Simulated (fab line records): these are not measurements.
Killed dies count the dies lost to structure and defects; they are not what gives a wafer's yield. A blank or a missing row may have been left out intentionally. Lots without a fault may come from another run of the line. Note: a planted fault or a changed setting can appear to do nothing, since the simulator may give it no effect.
Chamber matching    flow n5Finfet    N5_BEOL_M10_STRIP_36 on rieDiel-02 has 4 sister chambers
The step strips in N2/H2. 33 wafers are shown with their chamber, then 12 later ones without.

== WAFERS PAIRED WITH THEIR CHAMBERS ==
wafer   chamber  drypumpMotorCurrentA (A)  showerheadPlenumPTorr (Torr)  throttleValvePct (%)
L074.1  1        5.7                       2.55                          24.1
L074.5  2        5.1                       2.65                          24.4
L074.6  1        5.8                       2.55                          24.2
L076.4  0        6.1                       2.60                          24.0
L076.5  0        6.2                       2.60                          24.0
L076.6  1        5.8                       2.55                          24.1
L079.1  3        5.3                       2.58                          23.8
L079.2  2        5.1                       2.64                          24.5
L079.3  0        6.2                       2.60                          24.0
L079.4  1        5.8                       2.55                          24.2
L079.5  1        5.8                       2.54                          24.2
L079.6  0        6.2                       2.60                          24.0
L082.2  1        5.8                       2.54                          24.2
L082.3  2        5.1                       2.64                          24.5
L082.6  1        5.8                       2.54                          24.2
L086.1  1        5.7                       2.54                          24.2
L086.2  3        5.4                       2.58                          23.8
L086.3  2        5.1                       2.63                          24.5
L087.1  2        5.1                       2.63                          24.5
L087.2  1        5.7                       2.54                          24.2
L087.3  0        6.2                       2.60                          23.9
L087.4  3        5.3                       2.58                          23.8
L087.5  3        5.3                       2.58                          23.8
L087.6  2        5.1                       2.63                          24.5
L085.1  0        6.2                       2.60                          23.8
L085.2  3        5.3                       2.58                          23.8
L085.3  2        5.1                       2.63                          24.5
L085.4  1        5.7                       2.54                          24.2
L085.5  1        5.7                       2.53                          24.2
L085.6  2        5.1                       2.63                          24.5
L091.2  3        5.3                       2.57                          23.9
L091.3  0        6.1                       2.59                          23.9
L091.4  1        5.8                       2.53                          24.3

SIGNATURES (means of the wafers above)
reading                chamber 0  chamber 1  chamber 2  chamber 3  scatter within a chamber
drypumpMotorCurrentA   6.171      5.758      5.100      5.317      0.0423
showerheadPlenumPTorr  2.5986     2.5417     2.6350     2.5783     0.00626
throttleValvePct       23.943     24.192     24.488     23.817     0.0536
Rule: for a wafer and a chamber, the distance is found by dividing, reading by reading, the gap between the wafer's reading and the chamber's mean by the reading's scatter, squaring, summing and taking the root. If the next closest chamber is less than 2 further off than the closest, the wafer can't be placed; otherwise it belongs to the closest. How the scatter is found: for the shown wafers, subtract from each reading the mean of its chamber, square and add these, divide the total by (wafers less chambers), then take the root.

== WAFERS WITH NO CHAMBER GIVEN ==
wafer   drypumpMotorCurrentA (A)  showerheadPlenumPTorr (Torr)  throttleValvePct (%)
L089.2  5.3                       2.57                          23.8
L089.3  6.2                       2.59                          23.8
L089.6  5.8                       2.53                          24.2
L093.1  6.2                       2.59                          23.9
L093.2  5.3                       2.57                          23.8
L093.3  5.8                       2.53                          24.2
L093.4  6.1                       2.59                          23.9
L093.5  5.8                       2.53                          24.2
L093.6  5.3                       2.57                          23.9
L092.2  6.2                       2.59                          23.9
L092.4  5.1                       2.63                          24.1
L092.6  6.2                       2.59                          23.9

== THE CHAMBER EACH PASSED THROUGH ==
wafer   from the rows above  in truth
L089.2  3                    3
L089.3  0                    0
L089.6  1                    1
L093.1  0                    0
L093.2  3                    3
L093.3  1                    1
L093.4  0                    0
L093.5  1                    1
L093.6  3                    3
L092.2  0                    0
L092.4  2                    2
L092.6  0                    0
12 of 12 placed correctly. Left unplaced by these rows: 0. 0 placed wrongly.
